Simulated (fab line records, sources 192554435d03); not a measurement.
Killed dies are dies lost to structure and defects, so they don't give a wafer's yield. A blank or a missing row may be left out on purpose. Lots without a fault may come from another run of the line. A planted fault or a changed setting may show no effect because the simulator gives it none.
fab line records | flow n5_finfet
record lots=5 wafers=15 last_day=14
route steps=1938 shown BEOL_M8@1345
lots that met no fault: from a run of the same line without faults
start_h: hours from the record's first day to the start of the lot's first wafer shown | wait_h: hours since the lot's step before | " the same as in the row above | L1.1+2: a row that stands for several wafers | - no value, or no start given | * or withheld: withheld | < > ~ a bound
route shown NAME@n: a module of which the file shows steps, and the number in the route of the first | usual: mean/standard deviation of fault-free wafers | same: alike in all rows | chamber/n: place in a boat | sites: the reading at each site | _std_site: their standard deviation | _edge_site: outer sites' mean less inner sites' | radius_mm: how far each site lies from the wafer's centre | mask NAME#n: copy n | behind: the tool/chamber that last shaped the wafer | hold: why the lot was held/for how many hours/how that ended | device: the transistor (n, p or np) that didn't switch | end of line: the same wafers' tests at the end of the route | a step without rows: its recipe alone | killed: dies lost to structure and defects at the first sort, not the wafer's yield | map: a wafer's dies, x killed, . not, _ none there
set.NAME: the setting as run; set.NAME@STEP: as run at that earlier step | model.NAME: the simulator's own value behind a step, which no gauge read
lots at some steps of the route; a table a step, a row a wafer
services: from which hour (start_h, from the record's first day; less than 0 if before it) a tool's chamber was out of use, for how many hours, and why
## steps
# step N5_BEOL_M8_CD_MEAS_11
# recipe target_cd_nm=38.5 landing_energy_ev=500 detector=se_inlens polarity=opening
# usual cd_nm=38.6/0.44
# columns lot.wafer tool chamber start_h wait_h cd_nm
L076.2 cd_sem-03 0 196.99 - 38.4
L076.3 " 0 " " 38.8
L076.5 " 0 " " 38.8
L080.2 cd_sem-01 0 235.02 - 38.6
L080.5 " 0 " " 39.1
L080.6 " 0 " " 39.1
L083.2 cd_sem-01 0 252.57 - 38.5
L083.3 " 0 " " 38.9
L083.4 " 0 " " 39.6
L084.1 cd_sem-02 0 261.97 - 38.4
L084.2 " 0 " " 38.2
L084.6 " 0 " " 38.5
L086.3 cd_sem-01 0 274.23 - 38.4
L086.4 " 0 " " 38.8
L086.6 " 0 " " 38.3
# step N5_BEOL_M8_OVL_MEAS_12
# recipe points_per_wafer=44
# usual M8_OVL=0.2/0.76
# columns lot.wafer tool chamber start_h wait_h M8_OVL[nm]
L076.2 overlay-02 0 197.02 0.0 -1.1
L076.3 " 0 " " -0.9
L076.5 " 0 " " -1.1
L080.2 overlay-02 0 235.05 0.0 0.5
L080.5 " 0 " " 0.7
L080.6 " 0 " " -0.1
L083.2 overlay-02 0 252.60 0.0 0.4
L083.3 " 0 " " 0.9
L083.4 " 0 " " 0.7
L084.1 overlay-01 0 262.00 0.0 0.6
L084.2 " 0 " " 0.7
L084.6 " 0 " " 1.2
L086.3 overlay-01 0 274.26 0.0 0.2
L086.4 " 0 " " -0.2
L086.6 " 0 " " 0.2
# step N5_BEOL_M8_INSPECT_13
# recipe mode=adi inspect_instrument=brightfield
# usual raw_defect_count=398/92
# columns lot.wafer tool chamber start_h wait_h raw_defect_count
L076.2 defect_inspect-01 - 197.05 0.0 551
L076.3 " - " " 387
L076.5 " - " " 381
L080.2 defect_inspect-01 - 235.08 0.0 503
L080.5 " - " " 445
L080.6 " - " " 442
L083.2 defect_inspect-01 - 252.62 0.0 346
L083.3 " - " " 402
L083.4 " - " " 359
L084.1 defect_inspect-01 - 262.02 0.0 289
L084.2 " - " " 295
L084.6 " - " " 343
L086.3 defect_inspect-02 - 274.29 0.0 390
L086.4 " - " " 489
L086.6 " - " " 349
# step N5_BEOL_M8_DESCUM_16
# recipe chemistry=O2 time_s=7.9 source_power_w=50 bias_power_w=20 pressure_mtorr=20 rf_frequency_hz=2.712e+07 temp_c=40 resist=CAR-ArF o2_flow_sccm=225
# usual drypump_motor_current_A=5.8/0.45 oes_product_au=0.85/0.073 rf_vpp_V=243.4/1.1 showerhead_plenum_p_Torr=2.10/0.053 throttle_valve_pct=20.35/0.2
# columns lot.wafer tool chamber start_h wait_h drypump_motor_current_A oes_product_au rf_hours_counter_h rf_vpp_V showerhead_plenum_p_Torr throttle_valve_pct
L076.2 rie_diel-03 3 197.61 0.6 5.8 0.94 12 242.1 2.05 20.04
L076.3 " 0 " " 5.9 0.92 23 242.7 2.14 20.50
L076.5 " 2 " " 5.3 0.89 - 243.6 2.13 20.38
L080.2 rie_diel-06 2 235.11 0.0 5.6 0.94 10 243.9 2.14 20.24
L080.5 " 2 " " 5.6 0.94 - 242.7 2.14 20.23
L080.6 " 3 " " 5.6 0.73 - 245.1 2.06 20.77
L083.2 rie_diel-03 2 252.80 0.2 5.3 0.84 53 243.1 2.12 20.40
L083.3 " 1 " " 6.0 0.82 69 241.6 2.03 20.44
L083.4 " 3 " " 5.7 0.89 31 241.8 2.04 20.05
L084.1 rie_diel-01 2 262.11 0.1 5.3 0.92 14 242.1 2.04 20.22
L084.2 " 1 " " 6.4 0.81 102 242.6 2.10 20.02
L084.6 " 2 " " 5.3 0.92 - 241.1 2.04 20.22
L086.3 rie_diel-03 3 274.44 0.2 5.7 0.89 37 243.3 2.04 20.06
L086.4 " 2 " " 5.3 0.85 - 244.9 2.12 20.42
L086.6 " 0 " " 5.9 0.87 - 241.8 2.13 20.53
# step N5_BEOL_M8_ETCH_61
# recipe chemistry=CF4 target=SiARC target_depth_a=455 mask_material=CAR-ArF time_s=75.8 ion_energy_ev=80 pressure_mtorr=40 source_w=545 bias_w=36 Ar_flow_sccm=100 cf4_flow_sccm=100 ends=cleared
# usual drypump_motor_current_A=5.8/0.46 etch_rf_on_time_s=74.7/1.9 mfc_ar_sccm=100.0/0.31 oes_product_au=0.73/0.064 rf_vpp_V=184.2/0.99 showerhead_plenum_p_Torr=2.15/0.048 throttle_valve_pct=15.53/0.22
# columns lot.wafer tool chamber start_h wait_h drypump_motor_current_A etch_rf_on_time_s mfc_ar_sccm oes_product_au rf_hours_counter_h rf_vpp_V showerhead_plenum_p_Torr throttle_valve_pct
L076.2 rie_diel-03 3 197.64 0.0 5.8 71.7 100.0 0.83 12 183.6 2.10 15.18
L076.3 " 0 " " 5.9 76.0 99.6 0.77 23 185.0 2.19 15.63
L076.5 " 2 " " 5.3 77.8 100.2 0.74 - 185.4 2.17 15.53
L080.2 rie_diel-06 2 235.14 0.0 5.5 75.1 99.7 0.83 10 186.2 2.19 15.41
L080.5 " 2 " " 5.6 75.2 100.1 0.81 - 183.6 2.19 15.44
L080.6 " 3 " " 5.7 73.0 99.8 0.64 - 184.5 2.12 16.06
L083.2 rie_diel-03 2 252.83 0.0 5.3 77.6 100.0 0.71 53 184.8 2.16 15.56
L083.3 " 1 " " 6.0 75.0 100.0 0.71 69 183.8 2.09 15.58
L083.4 " 3 " " 5.7 71.0 100.3 0.80 31 183.3 2.10 15.24
L084.1 rie_diel-01 2 262.15 0.0 5.3 72.9 100.2 0.79 14 184.2 2.10 15.42
L084.2 " 1 " " 6.4 75.5 99.8 0.70 102 185.3 2.15 15.29
L084.6 " 2 " " 5.3 73.2 100.1 0.80 - 183.2 2.11 15.43
L086.3 rie_diel-03 3 274.48 0.0 5.7 70.9 100.4 0.78 37 182.8 2.09 15.24
L086.4 " 2 " " 5.3 76.6 100.2 0.72 - 184.6 2.16 15.57
L086.6 " 0 " " 5.8 75.8 100.1 0.74 - 183.5 2.18 15.69
# step N5_BEOL_M8_ETCH_62
# recipe chemistry=N2/H2 target=SOC target_depth_a=1100 overetch_a=220 mask_material=SiARC temp_c=40 time_s=165 ion_energy_ev=200 pressure_mtorr=30 source_w=840 bias_w=150 n2_flow_sccm=200 h2_flow_sccm=200
# usual drypump_motor_current_A=5.8/0.46 oes_product_au=0.72/0.059 rf_vpp_V=524.2/1.8 showerhead_plenum_p_Torr=2.56/0.062 throttle_valve_pct=17.79/0.24
# columns lot.wafer tool chamber start_h wait_h drypump_motor_current_A oes_product_au rf_hours_counter_h rf_vpp_V showerhead_plenum_p_Torr throttle_valve_pct
L076.2 rie_diel-03 3 197.70 0.0 5.7 0.79 12 522.5 2.49 17.50
L076.3 " 0 " " 5.9 0.77 23 524.8 2.59 17.89
L076.5 " 2 " " 5.3 0.75 - 525.4 2.60 17.83
L080.2 rie_diel-06 2 235.20 0.0 5.6 0.81 10 525.6 2.61 17.77
L080.5 " 2 " " 5.6 0.81 - 524.6 2.61 17.77
L080.6 " 3 " " 5.7 0.62 - 524.0 2.53 18.38
L083.2 rie_diel-03 2 252.89 0.0 5.3 0.72 53 524.6 2.59 17.88
L083.3 " 1 " " 6.0 0.70 69 522.0 2.47 17.80
L083.4 " 3 " " 5.8 0.75 31 522.1 2.48 17.52
L084.1 rie_diel-01 2 262.20 0.0 5.3 0.78 14 523.2 2.50 17.66
L084.2 " 1 " " 6.5 0.70 102 524.0 2.55 17.42
L084.6 " 2 " " 5.3 0.77 - 521.9 2.50 17.66
L086.3 rie_diel-03 3 274.53 0.0 5.7 0.74 37 519.9 2.48 17.53
L086.4 " 2 " " 5.3 0.71 - 525.9 2.59 17.89
L086.6 " 0 " " 5.9 0.73 - 525.3 2.58 17.92
# step N5_BEOL_M8_STRIP_68
# recipe chemistry=N2/H2 temp_c=40 n2_flow_sccm=200 h2_flow_sccm=200 rf_frequency_hz=6e+07
# columns lot.wafer tool chamber start_h wait_h
L076.2+3+5 rie_diel-03 3,0,2 197.84 0.1
L080.2+5+6 rie_diel-06 2,2,3 235.34 0.1
L083.2+3+4 rie_diel-03 2,1,3 253.03 0.1
L084.1+2+6 rie_diel-01 2,1,2 262.34 0.1
L086.3+4+6 rie_diel-03 3,2,0 274.67 0.1
# step N5_BEOL_M8_STRIP_67
# recipe chemistry=CF4 resist=SiARC power_w=300 bias_power_w=75 pressure_mtorr=50 cf4_flow_sccm=150 rf_frequency_hz=6e+07
# usual drypump_motor_current_A=5.8/0.45 oes_product_au=0.85/0.07 rf_vpp_V=271.3/1.3 showerhead_plenum_p_Torr=1.80/0.037 throttle_valve_pct=13.48/0.23
# columns lot.wafer tool chamber start_h wait_h drypump_motor_current_A oes_product_au rf_hours_counter_h rf_vpp_V showerhead_plenum_p_Torr throttle_valve_pct
L076.2 rie_diel-03 3 197.85 0.0 5.7 0.94 12 272.1 1.77 13.20
L076.3 " 0 " " 5.9 0.91 23 271.5 1.84 13.59
L076.5 " 2 " " 5.3 0.88 - 271.8 1.81 13.44
L080.2 rie_diel-06 2 235.35 0.0 5.6 0.96 10 272.8 1.83 13.33
L080.5 " 2 " " 5.6 0.95 - 270.4 1.83 13.32
L080.6 " 3 " " 5.7 0.74 - 268.9 1.79 14.06
L083.2 rie_diel-03 2 253.04 0.0 5.3 0.86 53 271.3 1.80 13.49
L083.3 " 1 " " 6.0 0.83 69 270.0 1.74 13.48
L083.4 " 3 " " 5.7 0.89 31 270.6 1.77 13.23
L084.1 rie_diel-01 2 262.35 0.0 5.3 0.92 14 269.9 1.76 13.37
L084.2 " 1 " " 6.4 0.83 102 272.7 1.79 13.26
L084.6 " 2 " " 5.3 0.92 - 271.1 1.76 13.37
L086.3 rie_diel-03 3 274.68 0.0 5.7 0.88 37 269.5 1.76 13.23
L086.4 " 2 " " 5.3 0.84 - 269.7 1.80 13.49
L086.6 " 0 " " 5.9 0.86 - 272.6 1.83 13.66
# step N5_BEOL_M8_HM_OPEN_17
# recipe chemistry=Cl2/BCl3 target_depth_a=200 overetch_a=60 target=TiN mask_material=SOC ion_energy_ev=150 pressure_mtorr=10 icp_w=1000 bias_w=126 Cl2_flow_sccm=53.25 bcl3_flow_sccm=21.75 Ar_flow_sccm=25
# usual drypump_motor_current_A=5.7/0.42 mfc_ar_sccm=25.00/0.077 oes_product_au=0.63/0.1 throttle_valve_pct=22.28/0.2
# columns lot.wafer tool chamber start_h wait_h drypump_motor_current_A mfc_ar_sccm oes_product_au rf_hours_counter_h throttle_valve_pct
L076.2 rie_metal-02 0 197.89 0.0 5.1 24.98 0.66 36 22.05
L076.3 " 0 " " 5.1 24.91 0.66 - 22.06
L076.5 " 0 " " 5.1 24.95 0.66 - 22.05
L080.2 rie_metal-01 1 235.39 0.0 6.2 25.11 0.56 97 22.55
L080.5 " 0 " " 5.7 24.95 0.50 - 22.36
L080.6 " 1 " " 6.1 25.00 0.57 - 22.55
L083.2 rie_metal-02 1 253.08 0.0 6.1 25.09 0.58 89 22.38
L083.3 " 0 " " 5.1 24.96 0.65 - 22.05
L083.4 " 1 " " 6.1 25.18 0.57 - 22.40
L084.1 rie_metal-01 1 262.39 0.0 6.1 25.07 0.57 100 22.56
L084.2 " 1 " " 6.1 25.08 0.57 - 22.55
L084.6 " 1 " " 6.1 25.11 0.57 - 22.55
L086.3 rie_metal-02 0 274.75 0.1 5.1 24.95 0.63 - 22.09
L086.4 " 1 " " 6.1 24.94 0.56 - 22.41
L086.6 " 1 " " 6.1 25.08 0.56 - 22.42
# step N5_BEOL_M8_STRIP_19
# recipe chemistry=O2 power_w=400 temp_c=40 pressure_mtorr=30 rf_frequency_hz=6e+07 bias_power_w=0 overash_fraction=0.2 o2_flow_sccm=225
# usual drypump_motor_current_A=5.7/0.42 oes_product_au=0.84/0.076 rf_vpp_V=3.6/0.62 showerhead_plenum_p_Torr=2.11/0.061 throttle_valve_pct=16.61/0.22
# columns lot.wafer tool chamber start_h wait_h drypump_motor_current_A oes_product_au rf_hours_counter_h rf_vpp_V showerhead_plenum_p_Torr throttle_valve_pct
L076.2 rie_diel-06 1 198.04 0.1 6.0 0.88 43 3.5 2.25 16.52
L076.3 " 0 " " 5.1 0.78 144 3.4 2.16 16.57
L076.5 " 1 " " 6.0 0.88 - 3.2 2.25 16.49
L080.2 rie_diel-06 1 235.63 0.2 6.1 0.86 57 4.4 2.24 16.53
L080.5 " 3 " " 5.7 0.74 - 4.0 2.07 17.05
L080.6 " 0 " " 5.1 0.77 - 3.5 2.16 16.62
L083.2 rie_diel-03 3 253.19 0.1 5.8 0.90 31 5.0 2.05 16.28
L083.3 " 0 " " 5.8 0.89 42 3.2 2.13 16.73
L083.4 " 2 " " 5.3 0.86 53 3.2 2.12 16.67
L084.1 rie_diel-06 1 262.59 0.2 6.0 0.85 66 2.6 2.24 16.54
L084.2 " 2 " " 5.6 0.91 20 3.1 2.14 16.47
L084.6 " 1 " " 6.0 0.85 - 4.6 2.24 16.53
L086.3 rie_diel-01 0 274.83 0.1 6.7 0.88 34 4.1 2.15 16.55
L086.4 " 3 " " 5.5 0.99 4 4.9 2.06 16.44
L086.6 " 2 " " 5.3 0.90 - 3.9 2.04 16.45
# step N5_BEOL_M8_CD_MEAS_18
# recipe pitch_nm=80 target_cd_nm=40
# usual cd_nm=40.2/0.51
# columns lot.wafer tool chamber start_h wait_h cd_nm
L076.2 cd_sem-02 - 198.11 0.1 40.6
L076.3 " - " " 39.9
L076.5 " - " " 40.9
L080.2 cd_sem-01 - 235.70 0.1 40.2
L080.5 " - " " 40.1
L080.6 " - " " 40.6
L083.2 cd_sem-01 - 253.26 0.1 40.1
L083.3 " - " " 40.8
L083.4 " - " " 41.0
L084.1 cd_sem-01 - 262.66 0.0 40.2
L084.2 " - " " 39.9
L084.6 " - " " 40.3
L086.3 cd_sem-01 - 274.90 0.1 40.0
L086.4 " - " " 40.1
L086.6 " - " " 39.9
# step N5_BEOL_M8_COAT_63
# recipe resist=SOC temp_c=250 time_s=60 spin_rpm=1500 resist_thk_nm=60
# usual chill_plate_temp_C=23.00/0.11 resist_line_temp_C=22.99/0.11
# columns lot.wafer tool chamber start_h wait_h chill_plate_temp_C resist_line_temp_C
L076.2 litho_track-03 0 198.46 0.3 22.97 22.99
L076.3 " 0 " " 22.92 23.03
L076.5 " 0 " " 23.02 23.20
L080.2 litho_track-01 0 236.51 0.8 23.15 22.95
L080.5 " 0 " " 22.94 23.04
L080.6 " 0 " " 23.00 22.98
L083.2 litho_track-04 0 256.76 3.5 23.01 23.02
L083.3 " 0 " " 23.09 23.12
L083.4 " 0 " " 22.99 23.09
L084.1 litho_track-04 0 263.79 1.1 23.01 22.86
L084.2 " 0 " " 22.85 22.91
L084.6 " 0 " " 22.96 22.88
L086.3 litho_track-04 0 274.94 0.0 23.12 22.98
L086.4 " 0 " " 23.06 23.04
L086.6 " 0 " " 22.90 22.95
# step N5_BEOL_M8_COAT_64
# recipe resist=SiARC temp_c=220 time_s=60 spin_rpm=1500 resist_thk_nm=12
# usual chill_plate_temp_C=22.99/0.098 resist_line_temp_C=22.99/0.1
# columns lot.wafer tool chamber start_h wait_h chill_plate_temp_C resist_line_temp_C
L076.2 litho_track-03 0 - - 22.89 22.92
L076.3 " 0 " " 22.97 22.81
L076.5 " 0 " " 22.96 22.88
L080.2 litho_track-01 0 - - 23.04 23.04
L080.5 " 0 " " 23.13 22.92
L080.6 " 0 " " 22.91 23.05
L083.2 litho_track-04 0 - - 23.06 22.95
L083.3 " 0 " " 23.06 23.04
L083.4 " 0 " " 23.07 22.92
L084.1 litho_track-04 0 - - 22.95 23.07
L084.2 " 0 " " 22.97 22.96
L084.6 " 0 " " 23.07 22.96
L086.3 litho_track-04 0 - - 23.09 22.81
L086.4 " 0 " " 23.12 23.06
L086.6 " 0 " " 23.19 23.20
# step N5_BEOL_M8_COAT_71
# recipe resist=underlayer temp_c=205 time_s=60 spin_rpm=1500 resist_thk_nm=5
# usual chill_plate_temp_C=22.99/0.11 resist_line_temp_C=23.01/0.1
# columns lot.wafer tool chamber start_h wait_h chill_plate_temp_C resist_line_temp_C
L076.2 litho_track-03 0 - - 22.98 23.07
L076.3 " 0 " " 23.09 23.14
L076.5 " 0 " " 22.95 22.95
L080.2 litho_track-01 0 - - 23.11 23.07
L080.5 " 0 " " 23.01 23.30
L080.6 " 0 " " 23.10 23.16
L083.2 litho_track-04 0 - - 22.97 23.02
L083.3 " 0 " " 23.14 23.20
L083.4 " 0 " " 22.88 23.00
L084.1 litho_track-04 0 - - 22.92 23.14
L084.2 " 0 " " 23.13 23.05
L084.6 " 0 " " 22.94 22.99
L086.3 litho_track-04 0 - - 22.93 22.94
L086.4 " 0 " " 23.02 22.90
L086.6 " 0 " " 22.93 22.95
# step N5_BEOL_M8_COAT_22
# recipe resist=CAR-EUV spin_rpm=1500 resist_thk_nm=30
# usual chill_plate_temp_C=22.98/0.096 resist_line_temp_C=22.99/0.098
# columns lot.wafer tool chamber start_h wait_h chill_plate_temp_C resist_line_temp_C
L076.2 litho_track-03 0 - - 22.99 23.05
L076.3 " 0 " " 22.97 23.02
L076.5 " 0 " " 23.06 23.11
L080.2 litho_track-01 0 - - 22.88 23.19
L080.5 " 0 " " 22.96 23.01
L080.6 " 0 " " 22.79 23.02
L083.2 litho_track-04 0 - - 22.94 23.17
L083.3 " 0 " " 23.03 23.00
L083.4 " 0 " " 22.96 23.10
L084.1 litho_track-04 0 - - 22.89 22.90
L084.2 " 0 " " 22.87 22.91
L084.6 " 0 " " 22.93 22.98
L086.3 litho_track-04 0 - - 23.21 23.05
L086.4 " 0 " " 22.97 22.97
L086.6 " 0 " " 23.07 22.88
# step N5_BEOL_M8_EBR_24
# recipe solvent=PGMEA ebr_width_mm=1.5
# usual chill_plate_temp_C=22.99/0.11 resist_line_temp_C=23.02/0.1
# columns lot.wafer tool chamber start_h wait_h chill_plate_temp_C resist_line_temp_C
L076.2 litho_track-03 0 - - 23.03 23.13
L076.3 " 0 " " 22.89 22.96
L076.5 " 0 " " 22.99 22.97
L080.2 litho_track-01 0 - - 23.11 23.01
L080.5 " 0 " " 23.04 22.92
L080.6 " 0 " " 22.84 22.98
L083.2 litho_track-04 0 - - 22.89 23.06
L083.3 " 0 " " 22.89 22.94
L083.4 " 0 " " 22.85 23.00
L084.1 litho_track-04 0 - - 22.80 23.22
L084.2 " 0 " " 23.00 23.12
L084.6 " 0 " " 22.90 23.14
L086.3 litho_track-04 0 - - 23.12 23.02
L086.4 " 0 " " 23.07 22.89
L086.6 " 0 " " 22.88 23.08
# step N5_BEOL_M8_SOFTBAKE_23
# recipe temp_c=110 time_s=60 resist=CAR-EUV
# usual chill_plate_temp_C=23.01/0.11 resist_line_temp_C=22.99/0.12
# columns lot.wafer tool chamber start_h wait_h chill_plate_temp_C resist_line_temp_C
L076.2 litho_track-03 0 - - 23.13 22.85
L076.3 " 0 " " 22.99 22.80
L076.5 " 0 " " 23.01 22.79
L080.2 litho_track-01 0 - - 23.05 23.06
L080.5 " 0 " " 22.97 23.11
L080.6 " 0 " " 22.97 23.08
L083.2 litho_track-04 0 - - 23.12 23.02
L083.3 " 0 " " 23.03 23.03
L083.4 " 0 " " 23.29 22.95
L084.1 litho_track-04 0 - - 22.90 22.81
L084.2 " 0 " " 22.90 22.82
L084.6 " 0 " " 22.99 23.01
L086.3 litho_track-04 0 - - 22.86 23.08
L086.4 " 0 " " 22.85 23.34
L086.6 " 0 " " 23.08 23.20
# step N5_BEOL_M8_EXPOSE_25
# recipe mask_id=V7 na=0.33 source_shape=annular sigma_inner=0.4 sigma_outer=0.8 polarization=unpolarized target_cd_nm=40 dose_mj=42.5
# columns lot.wafer tool chamber start_h wait_h mask
L076.2+3+5 euv_scanner-02 0 198.89 - V7#0
L080.2+5+6 euv_scanner-01 0 236.78 - V7#0
L083.2+3+4 euv_scanner-02 0 256.91 - V7#0
L084.1+2+6 euv_scanner-01 0 264.18 - V7#0
L086.3+4+6 euv_scanner-02 0 275.09 - V7#0
# step N5_BEOL_M8_PEB_26
# recipe peb_temp_c=100 peb_time_s=60 resist=CAR-EUV
# usual chill_plate_temp_C=23.01/0.1 resist_line_temp_C=23.00/0.088
# columns lot.wafer tool chamber start_h wait_h chill_plate_temp_C resist_line_temp_C
L076.2 litho_track-04 0 198.95 0.1 22.93 22.99
L076.3 " 0 " " 22.89 23.01
L076.5 " 0 " " 22.92 23.02
L080.2 litho_track-04 0 236.84 0.1 23.13 23.00
L080.5 " 0 " " 23.07 22.89
L080.6 " 0 " " 23.23 22.87
L083.2 litho_track-03 0 256.97 0.1 22.89 23.03
L083.3 " 0 " " 23.11 23.01
L083.4 " 0 " " 22.72 23.15
L084.1 litho_track-03 0 264.25 0.1 23.16 23.00
L084.2 " 0 " " 22.88 22.79
L084.6 " 0 " " 22.96 22.88
L086.3 litho_track-01 0 275.14 0.0 22.94 23.03
L086.4 " 0 " " 23.01 22.97
L086.6 " 0 " " 22.97 23.10
# step N5_BEOL_M8_DEVELOP_27
# recipe develop_time_s=30 developer=TMAH resist=CAR-EUV rinse_liquid=surfactant_rinse dry=air_spin dev_temp_c=23
# usual chill_plate_temp_C=23.01/0.11 resist_line_temp_C=23.00/0.11
# columns lot.wafer tool chamber start_h wait_h chill_plate_temp_C resist_line_temp_C
L076.2 litho_track-04 0 - - 22.71 22.84
L076.3 " 0 " " 22.79 22.95
L076.5 " 0 " " 23.02 22.95
L080.2 litho_track-04 0 - - 22.99 23.05
L080.5 " 0 " " 23.16 23.04
L080.6 " 0 " " 22.91 23.10
L083.2 litho_track-03 0 - - 23.10 22.90
L083.3 " 0 " " 23.03 23.07
L083.4 " 0 " " 23.03 23.04
L084.1 litho_track-03 0 - - 23.05 23.10
L084.2 " 0 " " 23.01 23.10
L084.6 " 0 " " 23.02 22.97
L086.3 litho_track-01 0 - - 23.09 23.09
L086.4 " 0 " " 22.97 23.11
L086.6 " 0 " " 23.12 23.00
# step N5_BEOL_M8_CD_MEAS_28
# recipe target_cd_nm=40 landing_energy_ev=500 detector=se_inlens
# usual cd_nm=40.06/0.24
# columns lot.wafer tool chamber start_h wait_h cd_nm
L076.2 cd_sem-03 0 199.02 - 40.13
L076.3 " 0 " " 40.19
L076.5 " 0 " " 40.19
L080.2 cd_sem-02 0 236.91 - 40.02
L080.5 " 0 " " 40.08
L080.6 " 0 " " 40.04
L083.2 cd_sem-01 0 257.03 - 39.53
L083.3 " 0 " " 39.55
L083.4 " 0 " " 39.59
L084.1 cd_sem-03 0 264.32 - 39.85
L084.2 " 0 " " 40.16
L084.6 " 0 " " 39.86
L086.3 cd_sem-02 0 275.21 - 39.86
L086.4 " 0 " " 40.74
L086.6 " 0 " " 40.25
# step N5_BEOL_M8_OVL_MEAS_29
# recipe points_per_wafer=522
# usual V7_OVL=-0.2/0.64
# columns lot.wafer tool chamber start_h wait_h V7_OVL[nm]
L076.2 overlay-01 0 199.06 0.0 0.5
L076.3 " 0 " " -0.7
L076.5 " 0 " " -0.3
L080.2 overlay-02 0 236.94 0.0 1.3
L080.5 " 0 " " -1.0
L080.6 " 0 " " 0.4
L083.2 overlay-02 0 257.07 0.0 -1.1
L083.3 " 0 " " -0.4
L083.4 " 0 " " -1.2
L084.1 overlay-01 0 264.35 0.0 -1.0
L084.2 " 0 " " 1.0
L084.6 " 0 " " 0.6
L086.3 overlay-02 0 275.25 0.0 0.0
L086.4 " 0 " " -0.3
L086.6 " 0 " " 0.3
# step N5_BEOL_M8_INSPECT_30
# recipe mode=adi inspect_instrument=brightfield
# usual raw_defect_count=401/95
# columns lot.wafer tool chamber start_h wait_h raw_defect_count
L076.2 defect_inspect-01 - 199.11 0.0 565
L076.3 " - " " 405
L076.5 " - " " 386
L080.2 defect_inspect-02 - 237.00 0.0 507
L080.5 " - " " 496
L080.6 " - " " 461
L083.2 defect_inspect-01 - 257.12 0.0 328
L083.3 " - " " 364
L083.4 " - " " 321
L084.1 defect_inspect-01 - 264.40 0.1 292
L084.2 " - " " 299
L084.6 " - " " 351
L086.3 defect_inspect-02 - 275.30 0.0 389
L086.4 " - " " 512
L086.6 " - " " 370
# step N5_BEOL_M8_DESCUM_33
# recipe chemistry=O2 time_s=7 source_power_w=50 bias_power_w=20 pressure_mtorr=20 rf_frequency_hz=2.712e+07 temp_c=40 resist=CAR-EUV o2_flow_sccm=225
# usual drypump_motor_current_A=5.7/0.37 oes_product_au=0.83/0.066 rf_vpp_V=243.4/1.2 showerhead_plenum_p_Torr=2.10/0.061 throttle_valve_pct=20.38/0.21
# columns lot.wafer tool chamber start_h wait_h drypump_motor_current_A oes_product_au rf_hours_counter_h rf_vpp_V showerhead_plenum_p_Torr throttle_valve_pct
L076.2 rie_diel-06 3 199.38 0.3 5.7 0.75 187 243.8 2.07 20.78
L076.3 " 0 " " 5.2 0.78 145 244.6 2.16 20.29
L076.5 " 3 " " 5.7 0.75 - 243.2 2.07 20.77
L080.2 rie_diel-03 2 237.03 0.0 5.3 0.86 47 244.6 2.12 20.40
L080.5 " 3 " " 5.7 0.91 - 242.4 2.04 20.05
L080.6 " 2 " " 5.3 0.86 - 244.2 2.12 20.41
L083.2 rie_diel-03 1 257.16 0.0 6.0 0.81 71 242.4 2.03 20.44
L083.3 " 3 " " 5.8 0.90 32 242.0 2.04 20.05
L083.4 " 2 " " 5.3 0.85 54 244.6 2.12 20.43
L084.1 rie_diel-06 0 264.66 0.3 5.2 0.76 167 245.1 2.15 20.35
L084.2 " 3 " " 5.7 0.72 210 244.4 2.06 20.78
L084.6 " 1 " " 6.0 0.85 - 245.9 2.23 20.33
L086.3 rie_diel-06 0 275.34 0.0 5.1 0.76 170 244.0 2.15 20.32
L086.4 " 3 " " 5.6 0.73 213 241.4 2.06 20.80
L086.6 " 3 " " 5.7 0.73 - 243.5 2.06 20.79
# step N5_BEOL_M8_ETCH_72
# recipe chemistry=N2/H2 target=underlayer target_depth_a=65 mask_material=CAR-EUV time_s=5.2 ion_energy_ev=200 pressure_mtorr=30 source_w=840 bias_w=150 n2_flow_sccm=200 h2_flow_sccm=200 ends=cleared
# usual drypump_motor_current_A=5.7/0.37 etch_rf_on_time_s=5.14/0.15 oes_product_au=0.71/0.057 rf_vpp_V=524.6/2.1 showerhead_plenum_p_Torr=2.56/0.073 throttle_valve_pct=17.88/0.25
# columns lot.wafer tool chamber start_h wait_h drypump_motor_current_A etch_rf_on_time_s oes_product_au rf_hours_counter_h rf_vpp_V showerhead_plenum_p_Torr throttle_valve_pct
L076.2 rie_diel-06 3 199.41 0.0 5.7 4.98 0.65 187 521.7 2.53 18.40
L076.3 " 0 " " 5.2 5.34 0.66 145 529.2 2.66 18.01
L076.5 " 3 " " 5.7 4.95 0.64 - 523.6 2.53 18.40
L080.2 rie_diel-03 2 237.06 0.0 5.3 5.29 0.73 47 525.4 2.59 17.89
L080.5 " 3 " " 5.7 4.92 0.80 - 522.1 2.49 17.55
L080.6 " 2 " " 5.3 5.33 0.73 - 525.6 2.59 17.92
L083.2 rie_diel-03 1 257.19 0.0 6.0 5.17 0.71 71 519.3 2.47 17.86
L083.3 " 3 " " 5.8 4.93 0.79 32 523.3 2.48 17.56
L083.4 " 2 " " 5.4 5.36 0.71 54 524.7 2.59 17.92
L084.1 rie_diel-06 0 264.70 0.0 5.2 5.34 0.64 167 526.2 2.65 18.06
L084.2 " 3 " " 5.7 5.04 0.62 210 525.6 2.52 18.42
L084.6 " 1 " " 6.1 5.06 0.73 - 527.4 2.69 17.60
L086.3 rie_diel-06 0 275.38 0.0 5.2 5.33 0.64 170 525.6 2.65 18.10
L086.4 " 3 " " 5.7 5.05 0.63 213 524.0 2.52 18.45
L086.6 " 3 " " 5.7 5.00 0.63 - 522.2 2.52 18.43
## services
# columns tool chamber start_h hours kind
rie_diel-06 2 184.66 - clean
rie_diel-06 2 184.66 - consumable_replace:focus_ring
rie_diel-06 2 184.66 21.6 scheduled_down
rie_diel-06 2 184.66 21.6 vent_cycle
euv_scanner-02 - 189.58 1.0 pm
euv_scanner-01 - 193.90 1.0 pm
rie_diel-01 2 210.24 - clean
rie_diel-01 2 210.24 - consumable_replace:focus_ring
rie_diel-01 2 210.24 15.4 scheduled_down
rie_diel-01 2 210.24 15.4 vent_cycle
euv_scanner-01 - 213.62 2.1 repair
rie_metal-01 1 217.82 15.9 repair
rie_diel-03 - 221.21 0.3 repair
euv_scanner-02 - 245.73 1.0 pm
euv_scanner-01 - 246.61 4.9 repair
rie_diel-01 3 247.96 - clean
rie_diel-01 3 247.96 - consumable_replace:focus_ring
rie_diel-01 3 247.96 16.2 scheduled_down
rie_diel-01 3 247.96 16.2 vent_cycle
euv_scanner-02 - 251.46 4.6 pm
euv_scanner-01 - 256.06 1.0 pm
euv_scanner-02 - 261.91 5.8 pm
rie_diel-03 1 267.61 8.5 repair
litho_track-04 - 273.41 - consumable_replace:filter
## key
fault none
